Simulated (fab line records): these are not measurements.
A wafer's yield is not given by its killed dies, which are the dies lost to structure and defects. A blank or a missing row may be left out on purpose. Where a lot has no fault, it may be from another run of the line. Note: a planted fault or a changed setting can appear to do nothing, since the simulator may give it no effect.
Split-lot study + flow n5_finfet + 21 wafers read across 7 lots, on a route 1938 steps long

## ABOUT THE SPLIT
At N5_ZERO_LAYER_COAT_05 (resist thk 1000 nm), the setting spin_rpm was moved away from the recipe's 1500 rpm on 10 of the 21 wafers read, by +4.2% to +10.3%. This setting was run at the recipe's value on the other wafers.

## FROM THE SPLIT TO THE READING: what the file shows between them, 3 steps
- N5_ZERO_LAYER_DEVELOP_10: develop time 60 s (also split here: develop_time_s)
- N5_ZERO_LAYER_HARDBAKE_23: time 120 s
- N5_ZERO_LAYER_DESCUM_16: chemistry O2, time 7.9 s

## THE READING
coat_of_ZERO_LAYER_COAT_05.thk_nm (the simulator's own value, which no gauge read), in nm, at N5_ZERO_LAYER_ETCH_17 (etches SiO2 in CF4, target depth 12 nm, time 13.3 s). The file does not state a usual value for it. Average 969.6 nm, standard deviation 1.2 nm, over the 11 wafers here run with the recipe.

| wafer  | tool, chamber at the split | spin_rpm as run, rpm | against the recipe | coat_of_ZERO_LAYER_COAT_05.thk_nm, nm | against lot-mates on the recipe |
|--------|----------------------------|----------------------|--------------------|---------------------------------------|---------------------------------|
| L074.2 | litho_track-05, 0          | 1500                 | recipe             | 970.7                                 | -                               |
| L074.4 | litho_track-05, 0          | 1577                 | +5.1%              | 944.5                                 | -26.2                           |
| L074.6 | litho_track-05, 0          | 1577                 | +5.1%              | 948.4                                 | -22.3                           |
| L075.1 | litho_track-01, 0          | 1500                 | recipe             | 970.6                                 | -                               |
| L075.4 | litho_track-01, 0          | 1500                 | recipe             | 967.9                                 | -                               |
| L075.5 | litho_track-01, 0          | 1500                 | recipe             | 968.9                                 | -                               |
| L078.1 | litho_track-05, 0          | 1563                 | +4.2%              | 949.9                                 | no lot-mate on the recipe       |
| L078.3 | litho_track-05, 0          | 1563                 | +4.2%              | 953.1                                 | no lot-mate on the recipe       |
| L078.6 | litho_track-05, 0          | 1563                 | +4.2%              | 947.9                                 | no lot-mate on the recipe       |
| L089.1 | litho_track-05, 0          | 1500                 | recipe             | 968.1                                 | -                               |
| L089.3 | litho_track-05, 0          | 1500                 | recipe             | 970.8                                 | -                               |
| L089.4 | litho_track-05, 0          | 1500                 | recipe             | 967.7                                 | -                               |
| L090.4 | litho_track-05, 0          | 1500                 | recipe             | 969.5                                 | -                               |
| L090.5 | litho_track-05, 0          | 1628                 | +8.5%              | 928.8                                 | -41.5                           |
| L090.6 | litho_track-05, 0          | 1500                 | recipe             | 971                                   | -                               |
| L091.2 | litho_track-04, 0          | 1500                 | recipe             | 971.1                                 | -                               |
| L091.3 | litho_track-04, 0          | 1655                 | +10.3%             | 926.8                                 | -44.3                           |
| L091.4 | litho_track-04, 0          | 1655                 | +10.3%             | 926.6                                 | -44.5                           |
| L096.1 | litho_track-05, 0          | 1591                 | +6.1%              | 938                                   | -31.7                           |
| L096.3 | litho_track-05, 0          | 1591                 | +6.1%              | 938.5                                 | -31.2                           |
| L096.5 | litho_track-05, 0          | 1500                 | recipe             | 969.7                                 | -                               |

THE FIT
A straight line over all 21 wafers: coat_of_ZERO_LAYER_COAT_05.thk_nm changes by -4.46 nm for each +1% of spin_rpm; r = -0.99; the points scatter about the line by 2.3 nm.
The same after taking each lot's own level away (the mean of its wafers on the recipe; 18 wafers): -4.57 nm for each +1%; r = -0.99; scatter 2.1 nm.
According to that fit, moving spin_rpm by its largest amount changes the reading by 47 nm.
Across the lots, their own levels run from 968.87 to 971.10 nm, a range of 1.8 times the standard deviation given above.
The two slopes agree, so the slope changes little with the lot-to-lot level.
Check: with one of the wafers moved furthest among these (+10.3%) left out of the fit, the line predicts -48.7 nm for it against its lot-mates. Against them it came out at -44.3 nm.

## THESE WAFERS: OTHER SPLITS
Other splits were also applied to these wafers ahead of the reading. Each is held against what the fit with the lots' levels taken away leaves over:
| other split on the same wafers          | wafers away from the commonest value | r with coat_of_ZERO_LAYER_COAT_05.thk_nm (lot level and that fit taken away) |
|-----------------------------------------|--------------------------------------|------------------------------------------------------------------------------|
| N5_ZERO_LAYER_DEVELOP_10 develop_time_s | 6                                    | -0.21                                                                        |

## THE WHOLE CHAIN: every reading that the file lists as answering this split, in the file's order
| step                   | what it does                                        | reading                                                                            | change (the file's fit)              | r (the file's) |
|------------------------|-----------------------------------------------------|------------------------------------------------------------------------------------|--------------------------------------|----------------|
| N5_ZERO_LAYER_COAT_05  | resist thk 1000 nm                                  | coat_of_ZERO_LAYER_COAT_05.thk_nm (the simulator's own value, which no gauge read) | -4.64 nm for each +1% of the setting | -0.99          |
| N5_ZERO_LAYER_ETCH_17  | etches SiO2 in CF4, target depth 12 nm, time 13.3 s | coat_of_ZERO_LAYER_COAT_05.thk_nm (the simulator's own value, which no gauge read) | -4.65 nm for each +1% of the setting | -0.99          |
| N5_ZERO_LAYER_STRIP_24 | strips in O2                                        | strip_time_to_endpoint_s                                                           | withheld for each +1% of the setting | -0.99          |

## FILE'S OWN FIT
coat_of_ZERO_LAYER_COAT_05.thk_nm changes by -4.65 nm for each +1% of spin_rpm, r = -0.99.
